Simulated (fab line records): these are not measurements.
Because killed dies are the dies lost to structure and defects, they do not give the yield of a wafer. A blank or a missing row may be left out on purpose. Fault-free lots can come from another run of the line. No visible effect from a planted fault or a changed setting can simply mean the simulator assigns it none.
Matching of chambers :: flow nand_harc :: ald_hk-01 running NHARC_A_WL_FILL_ALD_10: 4 sister chambers
The step deposits SiO2, target thk 50 nm, pulse time 10 s, ald cycles 500. 4 wafers are shown with their chamber, then 7 later ones without.

EACH WAFER AND ITS CHAMBER
wafer: L081.4
chamber: 2
heater_power_w (W): 474

wafer: L081.5
chamber: 3
heater_power_w (W): 466

wafer: L085.2
chamber: 0
heater_power_w (W): 450

wafer: L085.3
chamber: 1
heater_power_w (W): 424

WAFERS WITH NO CHAMBER GIVEN
wafer: L085.4
heater_power_w (W): 467

wafer: L087.4
heater_power_w (W): 451

wafer: L087.1
heater_power_w (W): 408

wafer: L087.5
heater_power_w (W): 461

wafer: L091.1
heater_power_w (W): 454

wafer: L091.3
heater_power_w (W): 459

wafer: L091.4
heater_power_w (W): 479

THE CHAMBER EACH PASSED THROUGH
wafer: L085.4
from the rows above: can't be placed: 3 or 2
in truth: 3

wafer: L087.4
from the rows above: can't be placed: 0 or 3
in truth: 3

wafer: L087.1
from the rows above: 1
in truth: 1

wafer: L087.5
from the rows above: can't be placed: 3 or 0 or 2
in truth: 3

wafer: L091.1
from the rows above: can't be placed: 0 or 3
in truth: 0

wafer: L091.3
from the rows above: can't be placed: 3 or 0 or 2
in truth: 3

wafer: L091.4
from the rows above: can't be placed: 2 or 3
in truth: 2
1 of 7 placed correctly. Not placeable from these rows: 6 (in 6, the candidates include the true chamber). Placed wrongly: 0.
How it was worked out, from the rows above alone: a wafer's distance from a chamber is the root of the sum, over the readings, of the square of ((its reading less the chamber's mean) divided by the reading's scatter). The wafer belongs to the nearest chamber; if the next one is less than 2 further off, it can't be placed. The mean given for a chamber averages the wafers shown for that chamber. The scatter: with one shown wafer a chamber, the root of the mean of the squares of how far each hidden wafer lies from its nearest shown one.
